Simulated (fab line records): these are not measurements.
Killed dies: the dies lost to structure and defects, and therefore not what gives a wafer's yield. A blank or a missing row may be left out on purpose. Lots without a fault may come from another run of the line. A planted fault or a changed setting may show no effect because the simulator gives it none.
Which tool was responsible? ; flow nand harc ; 12 lots, 36 wafers sampled, at 5 steps of a route of 1159

== WHAT EACH GAUGE READ, for each wafer ==
NHARC_END_SORT_01. Usual: killed at array 28, standard deviation 8.6; killed at other 0.7, standard deviation 1.2; killed at periphery 3.1, standard deviation 2.3; killed dies 32, standard deviation 8.7; killed open 3.2, standard deviation 1.7; killed short 2.0, standard deviation 1.5.
lot;measured;on;killed at array;killed at other;killed at periphery;killed dies;killed open;killed short;flag
L498;day 23 02:01;prober-01;32 23 38;3 4 3;5 3 4;40 30 45;3 3 5;2 1 6;

== WHICH TOOL RAN EACH LOT (tool, then ch and the chambers of the sampled wafers, then the start) ==
lot;NHARC_A_SLIT_ETCH_29;NHARC_A_WL_FILL_CVD_03;NHARC_A_WL_FILL_ALD_10;NHARC_A_WL_FILL_ETCHBACK_26
L485;rie diel-07 ch 0,2, day 15 03:31;cvd w-02 ch 0,1, day 15 13:28;ald hk-02 ch 2,3, day 15 22:31;rie si-05 ch 1,2, day 16 08:37
L486;rie diel-07 ch 0,1, day 15 08:24;cvd w-02 ch 0,1, day 15 17:37;ald hk-02 ch 0,2,3, day 16 02:37;rie si-01 ch 2,3, day 16 12:31
L487;rie diel-07 ch 0,1,2, day 15 11:44;cvd w-01 ch 0,1, day 16 00:11;ald hk-03 ch 0,1, day 16 11:55;rie si-01 ch 0,1, day 17 00:53
L491;rie diel-13 ch 1,2, day 16 04:34;cvd w-01 ch 0,1, day 16 19:31;ald hk-04 ch 0,2, day 17 05:14;rie si-01 ch 0,3, day 17 14:34
L498;rie diel-13 ch 0,1,2, day 18 01:28;cvd w-01 ch 0, day 18 10:56;ald hk-04 ch 0,3, day 18 22:08;rie si-03 ch 0,3, day 19 08:20
L502;rie diel-05 ch 1,2,3, day 18 17:47;cvd w-02 ch 0,1, day 19 08:30;ald hk-04 ch 0,2,3, day 19 18:17;rie si-01 ch 1,2, day 20 03:02
L500;rie diel-13 ch 0,1,2, day 18 19:17;cvd w-01 ch 0,1, day 19 06:05;ald hk-03 ch 0,2,3, day 19 13:38;rie si-01 ch 0,1,2, day 19 23:31
L501;rie diel-07 ch 1,2, day 18 19:28;cvd w-01 ch 0,1, day 19 08:59;ald hk-03 ch 1,3, day 19 17:59;rie si-05 ch 0,3, day 20 03:02
L503;rie diel-05 ch 1,2,3, day 20 06:56;cvd w-02 ch 0,1, day 20 17:05;ald hk-04 ch 1,2,3, day 21 01:37;rie si-03 ch 1,2,3, day 21 11:31
L504;rie diel-13 ch 1,2,3, day 20 08:35;cvd w-01 ch 0,1, day 20 16:08;ald hk-03 ch 0,1,2, day 21 03:49;rie si-05 ch 1,2,3, day 21 13:54
L506;rie diel-13 ch 2,3, day 20 10:02;cvd w-02 ch 0,1, day 20 19:32;ald hk-02 ch 0,2,3, day 21 06:11;rie si-03 ch 0,1,2, day 21 13:58
L505;rie diel-05 ch 0,2,3, day 20 10:18;cvd w-02 ch 0,1, day 20 23:20;ald hk-04 ch 2,3, day 21 05:51;rie si-01 ch 2,3, day 21 13:55
- NHARC_A_SLIT_ETCH_29: etches the open film in CF4/O2, target depth 100 nm, overetch 10 nm, time 55 s.
- NHARC_A_WL_FILL_CVD_03: deposits W, target thk 40 nm, time 3302 s.
- NHARC_A_WL_FILL_ALD_10: deposits SiO2, target thk 50 nm, pulse time 10 s, ald cycles 500.
- NHARC_A_WL_FILL_ETCHBACK_26: etches the open film in HBr, target depth 52 nm, time 13.3 s.

== AS READ BY THE TOOLS THEMSELVES (means over the sampled wafers that have a number; for cases with no such wafer, the mark the record gives instead) ==
NHARC_A_SLIT_ETCH_29. Usual: bias w 99.98 W, standard deviation 0.29; drypump motor current A 5.4 A, standard deviation 0.3; oes product au 1.000 a.u., standard deviation 0.0099; rf vpp V 197.5 V, standard deviation 1.3; showerhead plenum p Torr 1.32 Torr, standard deviation 0.063; throttle valve pct 13.396 %, standard deviation 0.0091.
lot;tool;bias w (W);drypump motor current A (A);oes product au (a.u.);rf vpp V (V);showerhead plenum p Torr (Torr);throttle valve pct (%);flag
L485;rie diel-07;100.11;5.2;1.002;197.4;1.33;13.391;
L486;rie diel-07;99.99;5.3;0.992;196.8;1.28;13.391;
L487;rie diel-07;99.88;5.3;1.001;197.7;1.31;13.400;
L491;rie diel-13;99.97;5.2;1.001;198.4;1.35;13.395;
L498;rie diel-13;99.94;5.4;0.999;197.2;1.31;13.391;
L502;rie diel-05;99.99;5.2;1.006;198.7;1.37;13.397;
L500;rie diel-13;100.42;5.4;0.997;197.3;1.31;13.397;
L501;rie diel-07;100.02;5.4;1.000;196.8;1.29;13.401;
L503;rie diel-05;99.74;5.2;1.006;197.5;1.37;13.390;
L504;rie diel-13;100.05;5.3;0.996;197.5;1.30;13.399;
L506;rie diel-13;99.95;5.5;1.003;197.9;1.30;13.407;
L505;rie diel-05;100.07;5.2;0.994;198.7;1.40;13.393;

NHARC_A_WL_FILL_CVD_03. Usual: heater power w 474 W, standard deviation 51; throttle valve pct 8.00 %, standard deviation 0.19.
lot;tool;heater power w (W);throttle valve pct (%);flag
L485;cvd w-02;414;8.31;
L486;cvd w-02;428;8.02;
L487;cvd w-01;517;7.77;
L491;cvd w-01;514;8.03;
L498;cvd w-01;523;7.99;
L502;cvd w-02;445;7.96;
L500;cvd w-01;513;7.79;
L501;cvd w-01;513;7.97;
L503;cvd w-02;442;7.90;
L504;cvd w-01;529;8.08;
L506;cvd w-02;440;7.95;
L505;cvd w-02;430;7.86;

NHARC_A_WL_FILL_ALD_10. Usual: heater power w 460 W, standard deviation 23; precursor pulse height rel 1.000, standard deviation 0.018.
lot;tool;heater power w (W);precursor pulse height rel;flag
L485;ald hk-02;462;1.006;
L486;ald hk-02;457;1.003;
L487;ald hk-03;473;1.011;
L491;ald hk-04;437;0.992;
L498;ald hk-04;464;0.996;
L502;ald hk-04;440;0.990;
L500;ald hk-03;477;0.995;
L501;ald hk-03;476;1.003;
L503;ald hk-04;444;0.995;
L504;ald hk-03;463;0.997;
L506;ald hk-02;472;0.996;
L505;ald hk-04;443;0.992;

NHARC_A_WL_FILL_ETCHBACK_26. Usual: bias w 59.97 W, standard deviation 0.17; drypump motor current A 5.6 A, standard deviation 0.5; oes product au 1.001 a.u., standard deviation 0.01; throttle valve pct 23.266 %, standard deviation 0.0098.
lot;tool;bias w (W);drypump motor current A (A);oes product au (a.u.);throttle valve pct (%);flag
L485;rie si-05;59.86;5.5;0.993;23.266;
L486;rie si-01;59.85;6.0;1.000;23.272;
L487;rie si-01;59.89;5.7;0.948;23.265;OFF
L491;rie si-01;59.87;6.3;0.882;23.265;OFF
L498;rie si-03;60.11;5.2;0.997;23.265;
L502;rie si-01;59.98;5.8;1.002;23.260;
L500;rie si-01;59.85;6.0;1.000;23.269;
L501;rie si-05;60.06;5.4;0.997;23.267;
L503;rie si-03;59.95;5.5;0.998;23.258;
L504;rie si-05;60.11;5.3;1.007;23.267;
L506;rie si-03;60.07;5.7;0.998;23.266;
L505;rie si-01;60.10;6.0;1.011;23.259;

== THE ANSWER, worked out from the rows above alone ==
Rule: a lot counts as off when the mean over its wafers that have a number is more than 3 standard deviations away from the usual mean. A lot without any number at a reading at which 4 lots or more have one is off too. The other lots that the step has rows for count as sound. After the gauges, taken in route order, come the tools' own readings; for these a lot's mean is taken, as printed above. At the first step where some lot is off, the reading lying furthest off is the one used; lots without a number count as furthest.
Off, at NHARC_A_WL_FILL_ETCHBACK_26 on oes product au: L487, L491.
If a tool, at that step or one of the process steps before it, ran each lot that is off and ran no sound lot following the first of them, it fits. Of those tried, none fits.

== WHAT THE SIMULATOR PUT IN ==
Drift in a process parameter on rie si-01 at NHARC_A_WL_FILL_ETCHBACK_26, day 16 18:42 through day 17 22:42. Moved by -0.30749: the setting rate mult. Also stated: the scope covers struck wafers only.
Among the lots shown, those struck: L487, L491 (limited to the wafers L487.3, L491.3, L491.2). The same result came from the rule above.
